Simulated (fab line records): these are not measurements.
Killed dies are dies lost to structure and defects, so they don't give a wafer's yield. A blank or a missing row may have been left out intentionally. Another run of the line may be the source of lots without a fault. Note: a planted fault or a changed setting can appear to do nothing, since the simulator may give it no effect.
Lot-split experiment | flow n5-finfet | route with 1938 steps; 7 lots, 21 wafers read

== THE SPLIT ==
At N5_BEOL_M11_ETCH_41 (etches SiCN in CH3F/O2, target depth 42.6 nm, time 86 s), the setting time-s was moved away from the recipe's 86 s on 8 of the 21 wafers read, by -21.8% to +15.2%. All remaining wafers had this setting at the recipe value.

The reading is taken at the split's own step.

== THE READING ==
etch.depth-nm (the simulator's own value, which no gauge read), in nm, at N5_BEOL_M11_ETCH_41 (etches SiCN in CH3F/O2, target depth 42.6 nm, time 86 s). There is no usual value for it anywhere in the file. Here, 13 wafers ran the recipe; their average is 32.60 nm with a standard deviation of 0.36 nm.

wafer  | tool, chamber at the split | time-s as run, s | against the recipe | etch.depth-nm, nm | against lot-mates on the recipe
L075.1 | rie-diel-03, 2             | 86               | recipe             | 32.73             | -
L075.4 | rie-diel-03, 0             | 86               | recipe             | 32.77             | -
L075.5 | rie-diel-03, 0             | 86               | recipe             | 32.58             | -
L076.1 | rie-diel-01, 0             | 86               | recipe             | 32.57             | -
L076.4 | rie-diel-01, 2             | 67.26            | -21.8%             | 26.02             | -6.90
L076.5 | rie-diel-01, 3             | 86               | recipe             | 33.27             | -
L084.1 | rie-diel-01, 0             | 99.11            | +15.2%             | 37.16             | no lot-mate on the recipe
L084.4 | rie-diel-01, 1             | 99.11            | +15.2%             | 36.9              | no lot-mate on the recipe
L084.5 | rie-diel-01, 0             | 99.11            | +15.2%             | 37.35             | no lot-mate on the recipe
L091.3 | rie-diel-05, 0             | 86               | recipe             | 32.83             | -
L091.4 | rie-diel-05, 2             | 86               | recipe             | 32.91             | -
L091.5 | rie-diel-05, 2             | 86               | recipe             | 32.79             | -
L094.1 | rie-diel-03, 0             | 86               | recipe             | 31.94             | -
L094.4 | rie-diel-03, 3             | 86               | recipe             | 32.29             | -
L094.6 | rie-diel-03, 2             | 86               | recipe             | 32.03             | -
L095.1 | rie-diel-05, 2             | 86               | recipe             | 32.82             | -
L095.2 | rie-diel-05, 0             | 92.22            | +7.2%              | 35.1              | +2.28
L095.5 | rie-diel-05, 1             | 92.22            | +7.2%              | 34.3              | +1.48
L097.1 | rie-diel-03, 2             | 86               | recipe             | 32.31             | -
L097.2 | rie-diel-03, 0             | 68.48            | -20.4%             | 25.26             | -7.05
L097.3 | rie-diel-03, 1             | 68.48            | -20.4%             | 25.39             | -6.92

THE FIT
A straight line over all 21 wafers: etch.depth-nm changes by +0.322 nm for each +1% of time-s; r = +0.99; the points scatter about the line by 0.43 nm.
The same after taking each lot's own level away (the mean of its wafers on the recipe; 18 wafers): +0.325 nm for each +1%; r = +1.00; scatter 0.28 nm.
According to that fit, moving time-s by its largest amount changes the reading by 7.1 nm.
Measured against the standard deviation above, the lots' own levels, which go from 32.087 to 32.920 nm, span 2.3 times it.
The two slopes are in agreement: the lot-to-lot level therefore moves the slope only a little.
Check: for one of the wafers moved furthest among these (-21.8%), held out of the fit, the line's prediction against its lot-mates is -7.3 nm. It came out at -6.9 nm against them.

== FILE'S OWN FIT ==
etch.depth-nm changes by +0.325 nm for each +1% of time-s, r = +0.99.
